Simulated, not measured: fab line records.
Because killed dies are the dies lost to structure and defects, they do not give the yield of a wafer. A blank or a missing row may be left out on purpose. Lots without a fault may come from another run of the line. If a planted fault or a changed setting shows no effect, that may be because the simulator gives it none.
Which tool was responsible? / flow n5-finfet / 33 wafers from 11 lots sampled at 5 of the route's 1938 steps

== WHAT EACH GAUGE READ, for each wafer ==
Not one reading of a measure or inspect step in the record can be checked against a usual standard deviation.

== WHAT TOOL EACH LOT RAN ON (gives the tool, then ch and the chambers of the sampled wafers, and finally the start) ==
lot=L630; N5_BEOL_M10_PRE_CLEAN_45=pvd-sputter-01, day 10 09:58; N5_BEOL_M10_SURFACE_TREAT_76=pvd-sputter-01, day 10 10:20; N5_BEOL_M10_SPUTTER_48=pvd-sputter-02, day 10 10:32; N5_BEOL_M11_ETCH_62=rie-diel-05 ch 0,1,2, day 10 14:34; N5_PASSIVATION_PROBE_49=-
lot=L631; N5_BEOL_M10_PRE_CLEAN_45=pvd-sputter-03, day 10 14:29; N5_BEOL_M10_SURFACE_TREAT_76=pvd-sputter-03, day 10 14:51; N5_BEOL_M10_SPUTTER_48=pvd-sputter-03, day 10 15:05; N5_BEOL_M11_ETCH_62=rie-diel-03 ch 1,2,3, day 10 18:40; N5_PASSIVATION_PROBE_49=-
lot=L638; N5_BEOL_M10_PRE_CLEAN_45=pvd-sputter-01, day 11 23:27; N5_BEOL_M10_SURFACE_TREAT_76=pvd-sputter-02, day 11 23:51; N5_BEOL_M10_SPUTTER_48=pvd-sputter-01, day 12 00:17; N5_BEOL_M11_ETCH_62=rie-diel-03 ch 1,3, day 12 05:08; N5_PASSIVATION_PROBE_49=-
lot=L639; N5_BEOL_M10_PRE_CLEAN_45=pvd-sputter-01, day 12 08:52; N5_BEOL_M10_SURFACE_TREAT_76=pvd-sputter-01, day 12 09:28; N5_BEOL_M10_SPUTTER_48=pvd-sputter-01, day 12 09:51; N5_BEOL_M11_ETCH_62=rie-diel-03 ch 1,2, day 12 14:02; N5_PASSIVATION_PROBE_49=prober-02, day 14 06:37
lot=L640; N5_BEOL_M10_PRE_CLEAN_45=pvd-sputter-02, day 12 17:36; N5_BEOL_M10_SURFACE_TREAT_76=pvd-sputter-02, day 12 18:12; N5_BEOL_M10_SPUTTER_48=pvd-sputter-03, day 12 18:23; N5_BEOL_M11_ETCH_62=rie-diel-03 ch 0,1, day 12 21:47; N5_PASSIVATION_PROBE_49=prober-02, day 14 11:56
lot=L641; N5_BEOL_M10_PRE_CLEAN_45=pvd-sputter-03, day 13 00:16; N5_BEOL_M10_SURFACE_TREAT_76=pvd-sputter-01, day 13 00:55; N5_BEOL_M10_SPUTTER_48=pvd-sputter-03, day 13 01:14; N5_BEOL_M11_ETCH_62=rie-diel-01 ch 0,2,3, day 13 05:04; N5_PASSIVATION_PROBE_49=-
lot=L642; N5_BEOL_M10_PRE_CLEAN_45=pvd-sputter-03, day 13 07:58; N5_BEOL_M10_SURFACE_TREAT_76=pvd-sputter-03, day 13 08:22; N5_BEOL_M10_SPUTTER_48=pvd-sputter-03, day 13 08:37; N5_BEOL_M11_ETCH_62=rie-diel-05 ch 0,2,3, day 13 13:44; N5_PASSIVATION_PROBE_49=-
lot=L643; N5_BEOL_M10_PRE_CLEAN_45=pvd-sputter-02, day 13 17:56; N5_BEOL_M10_SURFACE_TREAT_76=pvd-sputter-01, day 13 18:17; N5_BEOL_M10_SPUTTER_48=pvd-sputter-03, day 13 19:12; N5_BEOL_M11_ETCH_62=rie-diel-05 ch 0,2,3, day 13 22:17; N5_PASSIVATION_PROBE_49=-
lot=L645; N5_BEOL_M10_PRE_CLEAN_45=pvd-sputter-02, day 13 18:05; N5_BEOL_M10_SURFACE_TREAT_76=pvd-sputter-03, day 13 19:10; N5_BEOL_M10_SPUTTER_48=pvd-sputter-03, day 13 19:24; N5_BEOL_M11_ETCH_62=rie-diel-01 ch 0,1,2, day 13 22:28; N5_PASSIVATION_PROBE_49=prober-02, day 15 15:56
lot=L647; N5_BEOL_M10_PRE_CLEAN_45=pvd-sputter-02, day 14 17:08; N5_BEOL_M10_SURFACE_TREAT_76=pvd-sputter-01, day 14 17:31; N5_BEOL_M10_SPUTTER_48=pvd-sputter-01, day 14 17:59; N5_BEOL_M11_ETCH_62=rie-diel-05 ch 0,3, day 14 21:34; N5_PASSIVATION_PROBE_49=-
lot=L648; N5_BEOL_M10_PRE_CLEAN_45=pvd-sputter-03, day 15 00:39; N5_BEOL_M10_SURFACE_TREAT_76=pvd-sputter-03, day 15 01:13; N5_BEOL_M10_SPUTTER_48=pvd-sputter-01, day 15 02:28; N5_BEOL_M11_ETCH_62=rie-diel-05 ch 0,1,2, day 15 06:15; N5_PASSIVATION_PROBE_49=-
- N5_BEOL_M10_PRE_CLEAN_45: time 30 s.
- N5_BEOL_M10_SURFACE_TREAT_76
- N5_BEOL_M10_SPUTTER_48: material Cu, target thk 12 nm, time 2 s.
- N5_BEOL_M11_ETCH_62: etches SOC in N2/H2, target depth 110 nm, overetch 22 nm, time 165 s.
- N5_PASSIVATION_PROBE_49

== AS READ BY THE TOOLS THEMSELVES (means over the sampled wafers that have a number; for cases with no such wafer, the mark the record gives instead) ==
N5_BEOL_M10_PRE_CLEAN_45.
lot=L630; tool=pvd-sputter-01; heater-power-w (W)=346; susceptor-temp-C (C)=250.01
lot=L631; tool=pvd-sputter-03; heater-power-w (W)=318; susceptor-temp-C (C)=250.02
lot=L638; tool=pvd-sputter-01; heater-power-w (W)=364; susceptor-temp-C (C)=249.84
lot=L639; tool=pvd-sputter-01; heater-power-w (W)=341; susceptor-temp-C (C)=250.13
lot=L640; tool=pvd-sputter-02; heater-power-w (W)=354; susceptor-temp-C (C)=249.92
lot=L641; tool=pvd-sputter-03; heater-power-w (W)=328; susceptor-temp-C (C)=250.02
lot=L642; tool=pvd-sputter-03; heater-power-w (W)=351; susceptor-temp-C (C)=250.00
lot=L643; tool=pvd-sputter-02; heater-power-w (W)=358; susceptor-temp-C (C)=249.97
lot=L645; tool=pvd-sputter-02; heater-power-w (W)=325; susceptor-temp-C (C)=250.13
lot=L647; tool=pvd-sputter-02; heater-power-w (W)=341; susceptor-temp-C (C)=250.12
lot=L648; tool=pvd-sputter-03; heater-power-w (W)=354; susceptor-temp-C (C)=249.84

N5_BEOL_M10_SPUTTER_48.
lot=L630; tool=pvd-sputter-02; bias-v (V)=60.3; cathode-dc-power-W (W)=26003; chuck-sensor-temp-C (C)=-15.9; susceptor-temp-C (C)=-19.91; throttle-valve-pct (%)=28.5
lot=L631; tool=pvd-sputter-03; bias-v (V)=60.3; cathode-dc-power-W (W)=26000; chuck-sensor-temp-C (C)=-15.6; susceptor-temp-C (C)=-19.95; throttle-valve-pct (%)=30.0
lot=L638; tool=pvd-sputter-01; bias-v (V)=60.4; cathode-dc-power-W (W)=25999; chuck-sensor-temp-C (C)=-15.8; susceptor-temp-C (C)=-19.92; throttle-valve-pct (%)=29.5
lot=L639; tool=pvd-sputter-01; bias-v (V)=59.8; cathode-dc-power-W (W)=25995; chuck-sensor-temp-C (C)=-15.9; susceptor-temp-C (C)=-20.00; throttle-valve-pct (%)=29.4
lot=L640; tool=pvd-sputter-03; bias-v (V)=59.3; cathode-dc-power-W (W)=25999; chuck-sensor-temp-C (C)=-15.7; susceptor-temp-C (C)=-20.06; throttle-valve-pct (%)=29.9
lot=L641; tool=pvd-sputter-03; bias-v (V)=60.3; cathode-dc-power-W (W)=26000; chuck-sensor-temp-C (C)=-15.8; susceptor-temp-C (C)=-20.00; throttle-valve-pct (%)=29.7
lot=L642; tool=pvd-sputter-03; bias-v (V)=60.7; cathode-dc-power-W (W)=25999; chuck-sensor-temp-C (C)=-15.9; susceptor-temp-C (C)=-20.05; throttle-valve-pct (%)=30.6
lot=L643; tool=pvd-sputter-03; bias-v (V)=60.2; cathode-dc-power-W (W)=25998; chuck-sensor-temp-C (C)=-15.6; susceptor-temp-C (C)=-20.03; throttle-valve-pct (%)=30.1
lot=L645; tool=pvd-sputter-03; bias-v (V)=60.2; cathode-dc-power-W (W)=25999; chuck-sensor-temp-C (C)=-16.1; susceptor-temp-C (C)=-19.98; throttle-valve-pct (%)=29.5
lot=L647; tool=pvd-sputter-01; bias-v (V)=59.8; cathode-dc-power-W (W)=25997; chuck-sensor-temp-C (C)=-16.0; susceptor-temp-C (C)=-19.93; throttle-valve-pct (%)=29.2
lot=L648; tool=pvd-sputter-01; bias-v (V)=60.3; cathode-dc-power-W (W)=26000; chuck-sensor-temp-C (C)=-15.8; susceptor-temp-C (C)=-20.07; throttle-valve-pct (%)=30.2

N5_BEOL_M11_ETCH_62.
lot=L630; tool=rie-diel-05; bias-w (W)=150.4; drypump-motor-current-A (A)=5.6; oes-product-au (a.u.)=0.71; rf-vpp-V (V)=521; showerhead-plenum-p-Torr (Torr)=2.47; throttle-valve-pct (%)=17.81
lot=L631; tool=rie-diel-03; bias-w (W)=150.2; drypump-motor-current-A (A)=5.3; oes-product-au (a.u.)=0.63; rf-vpp-V (V)=524; showerhead-plenum-p-Torr (Torr)=2.54; throttle-valve-pct (%)=17.70
lot=L638; tool=rie-diel-03; bias-w (W)=149.8; drypump-motor-current-A (A)=5.3; oes-product-au (a.u.)=0.62; rf-vpp-V (V)=523; showerhead-plenum-p-Torr (Torr)=2.53; throttle-valve-pct (%)=17.73
lot=L639; tool=rie-diel-03; bias-w (W)=157.7; drypump-motor-current-A (A)=5.3; oes-product-au (a.u.)=0.61; rf-vpp-V (V)=544; showerhead-plenum-p-Torr (Torr)=2.63; throttle-valve-pct (%)=17.73
lot=L640; tool=rie-diel-03; bias-w (W)=157.4; drypump-motor-current-A (A)=5.4; oes-product-au (a.u.)=0.68; rf-vpp-V (V)=542; showerhead-plenum-p-Torr (Torr)=2.61; throttle-valve-pct (%)=17.67
lot=L641; tool=rie-diel-01; bias-w (W)=150.7; drypump-motor-current-A (A)=5.8; oes-product-au (a.u.)=0.71; rf-vpp-V (V)=526; showerhead-plenum-p-Torr (Torr)=2.61; throttle-valve-pct (%)=17.83
lot=L642; tool=rie-diel-05; bias-w (W)=150.0; drypump-motor-current-A (A)=5.9; oes-product-au (a.u.)=0.63; rf-vpp-V (V)=520; showerhead-plenum-p-Torr (Torr)=2.43; throttle-valve-pct (%)=17.82
lot=L643; tool=rie-diel-05; bias-w (W)=149.8; drypump-motor-current-A (A)=5.9; oes-product-au (a.u.)=0.63; rf-vpp-V (V)=520; showerhead-plenum-p-Torr (Torr)=2.43; throttle-valve-pct (%)=17.82
lot=L645; tool=rie-diel-01; bias-w (W)=150.1; drypump-motor-current-A (A)=6.1; oes-product-au (a.u.)=0.70; rf-vpp-V (V)=526; showerhead-plenum-p-Torr (Torr)=2.63; throttle-valve-pct (%)=17.87
lot=L647; tool=rie-diel-05; bias-w (W)=149.8; drypump-motor-current-A (A)=6.1; oes-product-au (a.u.)=0.64; rf-vpp-V (V)=521; showerhead-plenum-p-Torr (Torr)=2.44; throttle-valve-pct (%)=17.82
lot=L648; tool=rie-diel-05; bias-w (W)=150.3; drypump-motor-current-A (A)=5.6; oes-product-au (a.u.)=0.66; rf-vpp-V (V)=521; showerhead-plenum-p-Torr (Torr)=2.45; throttle-valve-pct (%)=17.86

N5_PASSIVATION_PROBE_49.
lot=L639; tool=prober-02; defect-limited-yield (%)=91.2; killed_at_M0_to_M3=41; killed_at_M4_up=15; killed-at-contacts=11; killed-at-front-end=36; killed-at-other=1.0; killed-dies=104; killed-open=74; killed-short=29; sort_bin_5_function (%)=5.5; sort_bin_6_memory (%)=3.1; sort-n-pass=1076; sort-yield-pct (%)=91.2
lot=L640; tool=prober-02; defect-limited-yield (%)=93.6; killed_at_M0_to_M3=22; killed_at_M4_up=11; killed-at-contacts=13; killed-at-front-end=23; killed-at-other=6.0; killed-dies=75; killed-open=48; killed-short=25; sort_bin_5_function (%)=3.8; sort_bin_6_memory (%)=2.3; sort-n-pass=1105; sort-yield-pct (%)=93.6
lot=L645; tool=prober-02; defect-limited-yield (%)=91.5; killed_at_M0_to_M3=37; killed_at_M4_up=11; killed-at-contacts=15; killed-at-front-end=37; killed-at-other=1.3; killed-dies=101; killed-open=69; killed-short=32; sort_bin_5_function (%)=5.1; sort_bin_6_memory (%)=3.3; sort-n-pass=1079; sort-yield-pct (%)=91.5

== THE ANSWER, worked out from the rows above alone ==
Rule: usual is defined by the lots themselves. The widest of any qualifying gaps counts: lots, ordered by their means at a reading, are off when they make up no more than a third of the lots, leave a main group of 4 or more, and stand apart from it by 3 or more times the standard deviation of that group's means. A main group is skipped when, at the precision printed for the reading in the tables above, its means are all equal. A lot without any number at a reading at which 4 lots or more have one is off too. Any other lot the step has rows for is counted as sound. Order of review: gauges by route order, followed by the tools' own readings, for which a lot's mean as printed above is used. At the first step where some lot is off, the reading lying furthest off is the one used; lots without a number count as furthest.
Off at N5_BEOL_M11_ETCH_62 (bias-w): L639, L640. The main group: mean 150.1 W, standard deviation 0.29.
If a tool, at that step or one of the process steps before it, ran each lot that is off and ran no sound lot following the first of them, it fits. One fits: N5_BEOL_M11_ETCH_62 on rie-diel-03. Its last sound lot is L638 (day 12 05:08), its first lot that is off L639 (day 12 14:02): a fault that began between those two fits.
The tool's own readings at N5_BEOL_M11_ETCH_62 bear it out: on the lots that are off they differ by more than 5 times the standard deviation of the sound lots' means. bias-w reads 157.6 W there against 150.1 W on the sound lots; rf-vpp-V reads 543 V there against 522 V on the sound lots.

== WHAT HAD BEEN PUT IN BY THE SIMULATOR ==
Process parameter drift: rie-diel-03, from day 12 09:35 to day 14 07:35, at N5_BEOL_M11_ETCH_62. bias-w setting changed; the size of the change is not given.
Shown lots that were struck: L639, L640. The rule above found the same.
